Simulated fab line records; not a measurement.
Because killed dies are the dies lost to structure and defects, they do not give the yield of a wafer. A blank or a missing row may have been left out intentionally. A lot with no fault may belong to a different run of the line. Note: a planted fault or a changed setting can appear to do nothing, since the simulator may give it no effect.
Split-lot study :: flow n5Finfet :: 7 lots, 21 wafers read, on a route of 1938 steps

## THE SPLIT
At N5_BEOL_M10_VIA_ETCH_34 (etches SiCOH lowk in C4F6/O2, target depth 184.5 nm, time 69.2 s), the setting biasW was moved away from the recipe's 185 W on 8 of the 21 wafers read, by -14.6% to -5.3%. The other wafers ran this setting at the recipe's value.

Reading taken at the split's own step.

## THE READING
rfVppV, in V, at N5_BEOL_M10_VIA_ETCH_34 (etches SiCOH lowk in C4F6/O2, target depth 184.5 nm, time 69.2 s). On this fab line, fault-free wafers typically give 665 V with a standard deviation of 11 V.

wafer: L076.3
tool, chamber at the split: rieDiel-01, 3
biasW as run, W: 161.7
against the recipe: -12.6%
rfVppV, V: 589
against lot-mates on the recipe: -75

wafer: L076.5
tool, chamber at the split: rieDiel-01, 3
biasW as run, W: 185
against the recipe: recipe
rfVppV, V: 654
against lot-mates on the recipe: -

wafer: L076.6
tool, chamber at the split: rieDiel-01, 2
biasW as run, W: 185
against the recipe: recipe
rfVppV, V: 674
against lot-mates on the recipe: -

wafer: L078.1
tool, chamber at the split: rieDiel-01, 0
biasW as run, W: 185
against the recipe: recipe
rfVppV, V: 660
against lot-mates on the recipe: -

wafer: L078.3
tool, chamber at the split: rieDiel-01, 1
biasW as run, W: 185
against the recipe: recipe
rfVppV, V: 679
against lot-mates on the recipe: -

wafer: L078.6
tool, chamber at the split: rieDiel-01, 1
biasW as run, W: 185
against the recipe: recipe
rfVppV, V: 679
against lot-mates on the recipe: -

wafer: L079.2
tool, chamber at the split: rieDiel-05, 1
biasW as run, W: 185
against the recipe: recipe
rfVppV, V: 662
against lot-mates on the recipe: -

wafer: L079.5
tool, chamber at the split: rieDiel-05, 2
biasW as run, W: 185
against the recipe: recipe
rfVppV, V: 666
against lot-mates on the recipe: -

wafer: L079.6
tool, chamber at the split: rieDiel-05, 1
biasW as run, W: 185
against the recipe: recipe
rfVppV, V: 660
against lot-mates on the recipe: -

wafer: L080.1
tool, chamber at the split: rieDiel-01, 3
biasW as run, W: 158.1
against the recipe: -14.5%
rfVppV, V: 578
against lot-mates on the recipe: -90

wafer: L080.3
tool, chamber at the split: rieDiel-01, 0
biasW as run, W: 185
against the recipe: recipe
rfVppV, V: 661
against lot-mates on the recipe: -

wafer: L080.4
tool, chamber at the split: rieDiel-01, 2
biasW as run, W: 185
against the recipe: recipe
rfVppV, V: 674
against lot-mates on the recipe: -

wafer: L083.3
tool, chamber at the split: rieDiel-05, 0
biasW as run, W: 185
against the recipe: recipe
rfVppV, V: 661
against lot-mates on the recipe: -

wafer: L083.4
tool, chamber at the split: rieDiel-05, 3
biasW as run, W: 185
against the recipe: recipe
rfVppV, V: 661
against lot-mates on the recipe: -

wafer: L083.6
tool, chamber at the split: rieDiel-05, 2
biasW as run, W: 175.2
against the recipe: -5.3%
rfVppV, V: 637
against lot-mates on the recipe: -24

wafer: L085.3
tool, chamber at the split: rieDiel-03, 0
biasW as run, W: 157.9
against the recipe: -14.6%
rfVppV, V: 599
against lot-mates on the recipe: no lot-mate on the recipe

wafer: L085.5
tool, chamber at the split: rieDiel-03, 1
biasW as run, W: 157.9
against the recipe: -14.6%
rfVppV, V: 600
against lot-mates on the recipe: no lot-mate on the recipe

wafer: L085.6
tool, chamber at the split: rieDiel-03, 0
biasW as run, W: 157.9
against the recipe: -14.6%
rfVppV, V: 597
against lot-mates on the recipe: no lot-mate on the recipe

wafer: L087.2
tool, chamber at the split: rieDiel-03, 2
biasW as run, W: 165.4
against the recipe: -10.6%
rfVppV, V: 590
against lot-mates on the recipe: -91

wafer: L087.4
tool, chamber at the split: rieDiel-03, 0
biasW as run, W: 165.4
against the recipe: -10.6%
rfVppV, V: 621
against lot-mates on the recipe: -60

wafer: L087.5
tool, chamber at the split: rieDiel-03, 1
biasW as run, W: 185
against the recipe: recipe
rfVppV, V: 681
against lot-mates on the recipe: -

FIT RESULTS
A straight line over all 21 wafers: rfVppV changes by +5.3 V for each +1% of biasW; r = +0.96; the points scatter about the line by 10 V.
The same after taking each lot's own level away (the mean of its wafers on the recipe; 18 wafers): +6.4 V for each +1%; r = +0.97; scatter 9 V.
The reading moves by 94 V for the largest change in biasW, on that fit.
Measured against the standard deviation above, the lots' own levels, which go from 661.0 to 681.0 V, span 1.8 times it.
So the slope is not independent of the lot-to-lot level: the two fits are not the same.
Check: for one of the wafers moved furthest among these (-14.5%), held out of the fit, the line's prediction against its lot-mates is -94.6 V. It came out at -89.5 V against them.
Tool readings at the split's step, against how far the setting was moved: rfVppV r = +0.96.

## THE OTHER SPLITS THESE WAFERS WENT THROUGH
Other splits were also applied to these wafers ahead of the reading. Each is held against what the fit with the lots' levels taken away leaves over:
other split on the same wafers: N5_BEOL_M9_HM_DEP_02 targetThkA
wafers away from the commonest value: 6
r with rfVppV (lot level and that fit taken away): +0.28

other split on the same wafers: N5_BEOL_M10_COAT_59 spinRpm
wafers away from the commonest value: 6
r with rfVppV (lot level and that fit taken away): -0.11

## FILE'S OWN FIT
rfVppV changes by +6.21 V for each +1% of biasW, r = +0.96.
